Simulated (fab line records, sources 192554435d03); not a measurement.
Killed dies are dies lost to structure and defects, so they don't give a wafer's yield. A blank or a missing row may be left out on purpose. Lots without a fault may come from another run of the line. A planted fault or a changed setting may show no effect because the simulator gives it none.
Chamber matching | flow n5_finfet | N5_BEOL_M9_DEP_56 on pecvd-03: 3 sister chambers
The step deposits SiCN from 3MS/NH3, target thk 15 nm, time 26.5 s. 6 wafers are shown with their chamber, then 11 later ones without.

WAFERS WITH THEIR CHAMBER
wafer  | chamber | throttle_valve_pct (%) | showerhead_plenum_p_Torr (Torr)
L090.6 | 2       | 8.5                    | 3.674
L091.6 | 0       | 9.2                    | 3.665
L092.1 | 1       | 8.9                    | 3.671
L092.2 | 2       | 8.3                    | 3.669
L092.3 | 0       | 9.4                    | 3.650
L092.4 | 1       | 9.1                    | 3.672

WAFERS WITHOUT THEIR CHAMBER
wafer  | throttle_valve_pct (%) | showerhead_plenum_p_Torr (Torr)
L092.5 | 8.5                    | 3.676
L092.6 | 9.2                    | 3.656
L094.1 | 9.3                    | 3.671
L094.2 | 8.6                    | 3.672
L094.3 | 9.2                    | 3.652
L094.4 | 8.3                    | 3.671
L094.5 | 9.3                    | 3.654
L094.6 | 9.2                    | 3.673
L095.2 | 8.6                    | 3.669
L095.5 | 9.2                    | 3.669
L095.6 | 8.5                    | 3.669

WHICH CHAMBER EACH WENT THROUGH
wafer  | from the rows above     | in truth
L092.5 | 2                       | 2
L092.6 | 0                       | 0
L094.1 | can't be placed: 0 or 1 | 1
L094.2 | can't be placed: 2 or 1 | 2
L094.3 | 0                       | 0
L094.4 | 2                       | 2
L094.5 | 0                       | 0
L094.6 | can't be placed: 1 or 0 | 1
L095.2 | can't be placed: 2 or 1 | 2
L095.5 | can't be placed: 1 or 0 | 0
L095.6 | 2                       | 2
Placed correctly: 6 of 11. Can't be placed from these rows: 5 (the true chamber is among the candidates in 5). Placed wrongly: 0.
How it was worked out, from the rows above alone: a wafer's distance from a chamber is the root of the sum, over the readings, of the square of ((its reading less the chamber's mean) divided by the reading's scatter). The wafer belongs to the nearest chamber; if the next one is less than 2 further off, it can't be placed. A chamber's mean is the mean of its shown wafers. The scatter: the root of (the sum of the squares of (reading less its chamber's mean) over the shown wafers, divided by (wafers less chambers)).
